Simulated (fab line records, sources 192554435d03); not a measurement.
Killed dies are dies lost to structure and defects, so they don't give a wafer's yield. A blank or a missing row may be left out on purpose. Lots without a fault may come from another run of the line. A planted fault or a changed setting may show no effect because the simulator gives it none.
Problem report in the 8D (eight disciplines) form, filled by code | flow n5_finfet | the parts of the form that need people (team, actions taken, sign-off) are left out

1. THE PROBLEM
HMC_CMP_THK at N5_PMOS_HMC_CHANNEL_EPI_THK_MEAS_22 reads a mean of 36.4 nm on 6 wafers of 2 lots; wafers without a fault read 53.8 nm with a standard deviation of 0.9. That is -19 standard deviations from the usual mean.
First seen on wafer L426.3, day 3 02:02, on film_metro-01. The record holds 30 wafers of 11 lots with a number at this step. Rule for "out", or "out of limits": more than 4 standard deviations from the usual mean. The other wafers with a number count as sound.

2. WHAT IT IS AND WHAT IT IS NOT
question                    | is                     | is not
which readings at this step | HMC_CMP_THK            | -
which lots                  | L426, L429             | L422, L423, L430, L433, L434, L437, L441, L442, L444
which wafers of those lots  | all that have a number | -
read on which gauges        | film_metro-01          | film_metro-02
when                        | from day 3 02:02       | up to then (5 sound wafers); but 19 sound wafers of L430, L433, L434, L437, L441, L442, L444 came after

3. SUSPECTS, AND WHAT RULES EACH OUT
Counting: a tool at a process step up to the reading stays a suspect if it ran every lot that is out and no sound lot after the first of them.
- the gauge at N5_PMOS_HMC_CHANNEL_EPI_THK_MEAS_22: ruled out. All the wafers that are out were read on film_metro-01, but those of them that N5_PMOS_HMC_CHANNEL_EPI_FIN_RECESS_16 has rows for are out there too, on other tools.
- rie_diel-01 at N5_PMOS_HMC_CHANNEL_EPI_DESCUM_14 (chemistry O2, time 7.9 s): ruled out as a lasting fault. Sound lots L441, L442 ran on it after its first lot that is out, L426 (day 2 23:40).
- rie_si-06 at N5_PMOS_HMC_CHANNEL_EPI_FIN_RECESS_16 (chemistry HBr/Cl2, target Si, target depth 54 nm, time 18 s): kept. It ran every lot that is out, first L426 (day 3 00:07), and no sound lot after that; its last sound lot up to then is L423 (day 2 05:44). Its own readings are out on those wafers: oes_product_au.
Left after counting: rie_si-06 at N5_PMOS_HMC_CHANNEL_EPI_FIN_RECESS_16.

4. THE CAUSE (what the simulator had put in)
Process parameter drift: rie_si-06, from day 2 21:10 on, at N5_PMOS_HMC_CHANNEL_EPI_FIN_RECESS_16. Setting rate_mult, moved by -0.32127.
Counting left only this tool.

5. THE CHAIN OF EFFECTS, in route order
Each row: a reading whose mean over the struck wafers that have a number lies more than 3 standard deviations from the usual. Only readings for which the record gives a usual standard deviation are gone through. hours: the time from each lot's start at the first step in this table that gives one to its start at this step, as a median over the lots. sigmas: the change in usual standard deviations.
hours | step                                  | reading        | usual      | on struck wafers | change | sigmas
0     | N5_PMOS_HMC_CHANNEL_EPI_FIN_RECESS_16 | oes_product_au | 0.995 a.u. | 0.812            | -0.183 | -9.1
2     | N5_PMOS_HMC_CHANNEL_EPI_THK_MEAS_22   | HMC_CMP_THK    | 53.8 nm    | 36.4             | -17.4  | -19
144   | N5_BEOL_M4_RC_MEAS_101                | ION_P          | 461 uA/um  | 390              | -71    | -9.6
The process steps in it:
- N5_PMOS_HMC_CHANNEL_EPI_FIN_RECESS_16: chemistry HBr/Cl2, target Si, target depth 54 nm, time 18 s.

6. WHAT WOULD HAVE CAUGHT IT SOONER
In this record the first reading out of limits at a measuring or inspecting step was taken at day 3 02:02, 5 hours after the fault began at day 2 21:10.
The tool's own readings at N5_PMOS_HMC_CHANNEL_EPI_FIN_RECESS_16 were out on every struck wafer that the step has a row for (oes_product_au): an alarm limit on them would have fired on the first of those.
Of the lots that are out (2), L429 began N5_PMOS_HMC_CHANNEL_EPI_FIN_RECESS_16 on rie_si-06 after day 3 02:02. A hold on the tool at that time would have spared it.
